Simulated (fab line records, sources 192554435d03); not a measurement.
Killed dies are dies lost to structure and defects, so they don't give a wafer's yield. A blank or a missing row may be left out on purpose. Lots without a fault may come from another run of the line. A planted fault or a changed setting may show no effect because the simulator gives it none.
Split-lot experiment | flow n5_finfet | 7 lots, 21 wafers read, on a route of 1938 steps

THE SPLIT
At N5_BEOL_M6_COAT_59 (time 60 s, resist thk 100 nm), the setting spin_rpm was moved away from the recipe's 1500 rpm on 10 of the 21 wafers read, by -7.5% to +11.2%. The other wafers ran this setting at the recipe's value.

FROM THE SPLIT TO THE READING: what the file shows between them, 7 steps
- N5_BEOL_M6_COAT_60: time 60 s, resist thk 35 nm
- N5_BEOL_M6_COAT_05: resist thk 90 nm
- N5_BEOL_M6_DESCUM_16: chemistry O2, time 7.9 s
- N5_BEOL_M6_ETCH_61: etches SiARC in CF4, target depth 45.5 nm, time 75.8 s
- N5_BEOL_M6_ETCH_62: etches SOC in N2/H2, target depth 110 nm, overetch 22 nm, time 165 s
- N5_BEOL_M6_STRIP_68: strips in N2/H2
- N5_BEOL_M6_STRIP_67: strips in CF4

THE READING
SOC_of_BEOL_M6_COAT_59.thk_nm (the simulator's own value, which no gauge read), in nm, at N5_BEOL_M6_HM_OPEN_17 (chemistry Cl2/BCl3, target TiN, target depth 20 nm, overetch 6 nm). The file gives no usual value for it. The 11 wafers here that ran the recipe average 92.0 nm, standard deviation 0.41 nm.

wafer  | tool, chamber at the split | spin_rpm as run, rpm | against the recipe | SOC_of_BEOL_M6_COAT_59.thk_nm, nm | against lot-mates on the recipe
L078.2 | litho_track-05, 0          | 1500                 | recipe             | 92                                | -
L078.4 | litho_track-05, 0          | 1500                 | recipe             | 91.6                              | -
L078.5 | litho_track-05, 0          | 1500                 | recipe             | 91.4                              | -
L082.3 | litho_track-01, 0          | 1500                 | recipe             | 92                                | -
L082.4 | litho_track-01, 0          | 1605                 | +7.0%              | 89                                | -3.0
L082.5 | litho_track-01, 0          | 1605                 | +7.0%              | 88.6                              | -3.4
L087.2 | litho_track-01, 0          | 1500                 | recipe             | 92.8                              | -
L087.3 | litho_track-01, 0          | 1388                 | -7.5%              | 97                                | +4.2
L087.6 | litho_track-01, 0          | 1388                 | -7.5%              | 96.8                              | +4.0
L089.2 | litho_track-01, 0          | 1594                 | +6.3%              | 89.2                              | -2.8
L089.3 | litho_track-01, 0          | 1500                 | recipe             | 91.8                              | -
L089.5 | litho_track-01, 0          | 1500                 | recipe             | 92.2                              | -
L088.1 | litho_track-05, 0          | 1396                 | -6.9%              | 95.8                              | +4.2
L088.2 | litho_track-05, 0          | 1396                 | -6.9%              | 96                                | +4.4
L088.3 | litho_track-05, 0          | 1500                 | recipe             | 91.6                              | -
L092.1 | litho_track-02, 0          | 1500                 | recipe             | 92.6                              | -
L092.2 | litho_track-02, 0          | 1500                 | recipe             | 92.2                              | -
L092.5 | litho_track-02, 0          | 1442                 | -3.9%              | 94.4                              | +2.0
L095.1 | litho_track-02, 0          | 1668                 | +11.2%             | 87                                | -5.2
L095.4 | litho_track-02, 0          | 1668                 | +11.2%             | 86.8                              | -5.4
L095.6 | litho_track-02, 0          | 1500                 | recipe             | 92.2                              | -

THE FIT
A straight line over all 21 wafers: SOC_of_BEOL_M6_COAT_59.thk_nm changes by -0.517 nm for each +1% of spin_rpm; r = -0.99; the points scatter about the line by 0.47 nm.
The same after taking each lot's own level away (the mean of its wafers on the recipe; 21 wafers): -0.51 nm for each +1%; r = -0.99; scatter 0.31 nm.
On that fit, the largest move of spin_rpm shifts the reading by 5.7 nm.
The lots' own levels span 91.60 to 92.80 nm, that is 2.9 times the standard deviation above.
So the lot-to-lot level changes the slope little: the two slopes agree.
Check: with one of the wafers moved furthest among these (+11.2%) left out of the fit, the line predicts -5.62 nm for it against its lot-mates. It came out at -5.2 nm against them.

OTHER SPLITS ON THESE WAFERS
These wafers also went through other splits before the reading. Each is held against what the fit with the lots' levels taken away leaves over:
other split on the same wafers    | wafers away from the commonest value | r with SOC_of_BEOL_M6_COAT_59.thk_nm (lot level and that fit taken away)
N5_BEOL_M2_TRENCH_ETCH_37 bias_w  | 7                                    | -0.08
N5_BEOL_M3_COAT_76 spin_rpm       | 6                                    | +0.03
N5_BEOL_M4_COAT_05 spin_rpm       | 7                                    | -0.24
N5_BEOL_M4_ETCH_64 time_s         | 7                                    | -0.29
N5_BEOL_M5_TRENCH_ETCH_37 bias_w  | 8                                    | -0.20
N5_BEOL_M5_ETCH_41 source_w       | 7                                    | -0.08
N5_BEOL_M6_HM_DEP_02 target_thk_a | 7                                    | +0.13

THE WHOLE CHAIN: every reading that the file lists as answering this split, in the file's order
step                  | what it does                                                         | reading                                                                        | change (the file's fit)               | r (the file's)
N5_BEOL_M6_COAT_59    | time 60 s, resist thk 100 nm                                         | SOC_of_BEOL_M6_COAT_59.thk_nm (the simulator's own value, which no gauge read) | -0.51 nm for each +1% of the setting  | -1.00
N5_BEOL_M6_ETCH_62    | etches SOC in N2/H2, target depth 110 nm, overetch 22 nm, time 165 s | etch.depth_nm (the simulator's own value, which no gauge read)                 | -0.507 nm for each +1% of the setting | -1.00
N5_BEOL_M6_HM_OPEN_17 | chemistry Cl2/BCl3, target TiN, target depth 20 nm, overetch 6 nm    | SOC_of_BEOL_M6_COAT_59.thk_nm (the simulator's own value, which no gauge read) | -0.504 nm for each +1% of the setting | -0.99

THE FILE'S OWN FIT
SOC_of_BEOL_M6_COAT_59.thk_nm changes by -0.504 nm for each +1% of spin_rpm, r = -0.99.
